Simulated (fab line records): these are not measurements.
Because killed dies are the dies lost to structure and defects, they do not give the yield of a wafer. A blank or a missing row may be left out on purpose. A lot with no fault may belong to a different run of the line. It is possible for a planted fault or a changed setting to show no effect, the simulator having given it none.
Which tool is to blame? -- flow nandHarc -- 18 wafers from 6 lots sampled at 5 of the route's 1159 steps

WHAT THE GAUGES READ, wafer by wafer
NHARC_END_SORT_01.
lot,measured,on,killedAtArray
L470,day 22 02:30,prober-02,25
L475,day 23 22:29,prober-02,31 35 43

TOOL THAT RAN EACH LOT (tool first, then ch and the chambers of the sampled wafers, then the start)
lot,NHARC_A_SLIT_ETCH_17,NHARC_A_SLIT_ETCH_26,NHARC_A_SLIT_ETCH_29,NHARC_A_WL_FILL_ETCHBACK_26
L459,"harEtch-02 ch 0, day 14 20:14","harEtch-02 ch 0, day 14 21:30","rieDiel-05 ch 2,3, day 14 22:08","rieSi-02 ch 0,1, day 16 06:18"
L470,"harEtch-01 ch 0,1, day 17 11:46","harEtch-01 ch 0,1, day 17 13:13","rieDiel-10 ch 0,1,3, day 17 13:50","rieSi-04 ch 0,1,2, day 18 22:50"
L469,"harEtch-01 ch 0,1, day 18 00:31","harEtch-01 ch 0,1, day 18 02:01","rieDiel-11 ch 0,1, day 18 02:37","rieSi-02 ch 1,3, day 19 09:00"
L475,"harEtch-02 ch 0,1, day 18 09:04","harEtch-02 ch 0,1, day 18 10:33","rieDiel-11 ch 1,2,3, day 18 11:10","rieSi-06 ch 0,1,2, day 19 18:35"
L477,"harEtch-02 ch 0,1, day 18 21:10","harEtch-02 ch 0,1, day 18 22:41","rieDiel-11 ch 0,1,2, day 18 23:18","rieSi-04 ch 2,3, day 20 09:02"
L480,"harEtch-02 ch 0,1, day 20 10:28","harEtch-02 ch 0,1, day 20 11:31","rieDiel-11 ch 1,2, day 20 12:04","rieSi-02 ch 1,3, day 21 14:11"
- NHARC_A_SLIT_ETCH_17: etches the open film in C4F8/O2/Ar, time 1687.5 s, target depth 10100 nm.
- NHARC_A_SLIT_ETCH_26: etches the open film in C4F8/O2/Ar, time 90 s, target depth 400 nm.
- NHARC_A_SLIT_ETCH_29: etches the open film in CF4/O2, target depth 100 nm, overetch 10 nm, time 55 s.
- NHARC_A_WL_FILL_ETCHBACK_26: etches the open film in HBr, target depth 52 nm, time 13.3 s.

THE ANSWER, worked out from the rows above alone
Rule: usual is defined by the lots themselves. The widest of any qualifying gaps counts: lots, ordered by their means at a reading, are off when they make up no more than a third of the lots, leave a main group of 4 or more, and stand apart from it by 3 or more times the standard deviation of that group's means. A main group is skipped when, at the precision printed for the reading in the tables above, its means are all equal. Also off: a lot with no number at a reading for which 4 or more lots have one. Any other lot the step has rows for is counted as sound.
None of the lots is off at any reading shown; this tells nothing.

WHAT THE SIMULATOR HAD INSERTED
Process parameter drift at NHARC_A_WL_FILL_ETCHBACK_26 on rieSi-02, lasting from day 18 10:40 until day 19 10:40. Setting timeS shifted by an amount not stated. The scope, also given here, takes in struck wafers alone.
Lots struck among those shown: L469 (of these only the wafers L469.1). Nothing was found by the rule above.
